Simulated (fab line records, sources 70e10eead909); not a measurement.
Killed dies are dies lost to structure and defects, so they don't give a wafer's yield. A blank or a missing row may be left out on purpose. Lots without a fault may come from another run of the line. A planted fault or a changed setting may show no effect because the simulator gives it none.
Chamber matching | flow nand_harc | NHARC_A_CHANNEL_FILL_D1_ALD_25 on ald_hk-02: 4 sister chambers
The step deposits SiOx, target thk 60 nm, pulse time 10 s, ald cycles 600. 8 wafers are shown with their chamber, then 12 later ones without.

WAFERS WITH THEIR CHAMBER
wafer  | chamber | heater_power_w (W) | precursor_pulse_height_rel
L089.6 | 3       | 431                | 0.990
L090.3 | 1       | 432                | 0.996
L090.1 | 2       | 421                | 1.015
L090.4 | 3       | 430                | 1.015
L090.5 | 1       | 420                | 1.011
L092.3 | 0       | 532                | 0.998
L092.4 | 2       | 419                | 1.016
L092.6 | 0       | 531                | 1.005

WAFERS WITHOUT THEIR CHAMBER
wafer  | heater_power_w (W) | precursor_pulse_height_rel
L093.3 | 433                | 0.978
L093.2 | 518                | 0.980
L093.4 | 434                | 1.000
L093.1 | 428                | 1.015
L093.5 | 434                | 0.990
L093.6 | 527                | 1.024
L094.1 | 432                | 1.036
L094.2 | 425                | 0.996
L094.5 | 412                | 1.012
L095.4 | 431                | 0.978
L095.5 | 422                | 1.019
L095.6 | 433                | 1.017

WHICH CHAMBER EACH WENT THROUGH
wafer  | from the rows above          | in truth
L093.3 | can't be placed: 3 or 1      | 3
L093.2 | 0                            | 0
L093.4 | can't be placed: 3 or 1      | 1
L093.1 | can't be placed: 1 or 3 or 2 | 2
L093.5 | can't be placed: 3 or 1      | 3
L093.6 | 0                            | 0
L094.1 | can't be placed: 3 or 1 or 2 | 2
L094.2 | can't be placed: 1 or 3 or 2 | 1
L094.5 | can't be placed: 2 or 1      | 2
L095.4 | can't be placed: 3 or 1      | 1
L095.5 | can't be placed: 2 or 1 or 3 | 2
L095.6 | can't be placed: 3 or 1 or 2 | 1
Placed correctly: 2 of 12. Can't be placed from these rows: 10 (the true chamber is among the candidates in 10). Placed wrongly: 0.
How it was worked out, from the rows above alone: a wafer's distance from a chamber is the root of the sum, over the readings, of the square of ((its reading less the chamber's mean) divided by the reading's scatter). The wafer belongs to the nearest chamber; if the next one is less than 2 further off, it can't be placed. A chamber's mean is the mean of its shown wafers. The scatter: the root of (the sum of the squares of (reading less its chamber's mean) over the shown wafers, divided by (wafers less chambers)).
